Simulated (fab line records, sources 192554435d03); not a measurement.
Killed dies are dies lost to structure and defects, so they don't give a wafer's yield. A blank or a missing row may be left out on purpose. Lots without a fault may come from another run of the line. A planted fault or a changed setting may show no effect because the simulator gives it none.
Chamber matching | flow n5_finfet | N5_BEOL_M15_STRIP_36 on rie_diel-03: 4 sister chambers
The step strips in O2. 16 wafers are shown with their chamber, then 8 later ones without.

WAFERS WITH THEIR CHAMBER
wafer  | chamber | drypump_motor_current_A (A) | throttle_valve_pct (%) | showerhead_plenum_p_Torr (Torr)
L078.1 | 1       | 6.5                         | 16.93                  | 2.11
L078.3 | 3       | 4.9                         | 17.02                  | 2.16
L078.6 | 3       | 4.9                         | 17.02                  | 2.16
L076.1 | 0       | 6.0                         | 16.65                  | 2.13
L076.4 | 3       | 4.9                         | 17.04                  | 2.16
L076.5 | 3       | 4.9                         | 17.01                  | 2.16
L077.1 | 2       | 5.4                         | 16.49                  | 2.18
L077.4 | 1       | 6.4                         | 16.91                  | 2.11
L077.5 | 1       | 6.4                         | 16.92                  | 2.11
L084.1 | 2       | 5.4                         | 16.55                  | 2.17
L084.4 | 0       | 6.0                         | 16.63                  | 2.12
L084.6 | 1       | 6.4                         | 16.97                  | 2.11
L094.1 | 2       | 5.4                         | 16.56                  | 2.17
L094.2 | 0       | 6.0                         | 16.67                  | 2.12
L094.3 | 3       | 4.9                         | 17.05                  | 2.15
L094.4 | 1       | 6.5                         | 16.98                  | 2.10

SIGNATURES (means of the wafers above)
reading                  | chamber 0 | chamber 1 | chamber 2 | chamber 3 | scatter within a chamber
drypump_motor_current_A  | 6.000     | 6.440     | 5.400     | 4.900     | 0.0316
throttle_valve_pct       | 16.6500   | 16.9420   | 16.5333   | 17.0280   | 0.0268
showerhead_plenum_p_Torr | 2.1233    | 2.1080    | 2.1733    | 2.1580    | 0.00494
Rule: a wafer's distance from a chamber is the root of the sum, over the readings, of the square of ((its reading less the chamber's mean) divided by the reading's scatter). The wafer belongs to the nearest chamber; if the next one is less than 2 further off, it can't be placed. The scatter: the root of (the sum of the squares of (reading less its chamber's mean) over the shown wafers, divided by (wafers less chambers)).

WAFERS WITHOUT THEIR CHAMBER
wafer  | drypump_motor_current_A (A) | throttle_valve_pct (%) | showerhead_plenum_p_Torr (Torr)
L094.5 | 6.5                         | 17.00                  | 2.10
L094.6 | 5.4                         | 16.54                  | 2.17
L090.1 | 6.0                         | 16.69                  | 2.11
L090.3 | 5.4                         | 16.58                  | 2.17
L090.5 | 5.4                         | 16.54                  | 2.17
L097.1 | 6.5                         | 17.00                  | 2.10
L097.4 | 4.9                         | 17.06                  | 2.15
L097.6 | 6.0                         | 16.67                  | 2.11

WHICH CHAMBER EACH WENT THROUGH
wafer  | from the rows above | in truth
L094.5 | 1                   | 1
L094.6 | 2                   | 2
L090.1 | 0                   | 0
L090.3 | 2                   | 2
L090.5 | 2                   | 2
L097.1 | 1                   | 1
L097.4 | 3                   | 3
L097.6 | 0                   | 0
Placed correctly: 8 of 8. Can't be placed from these rows: 0. Placed wrongly: 0.
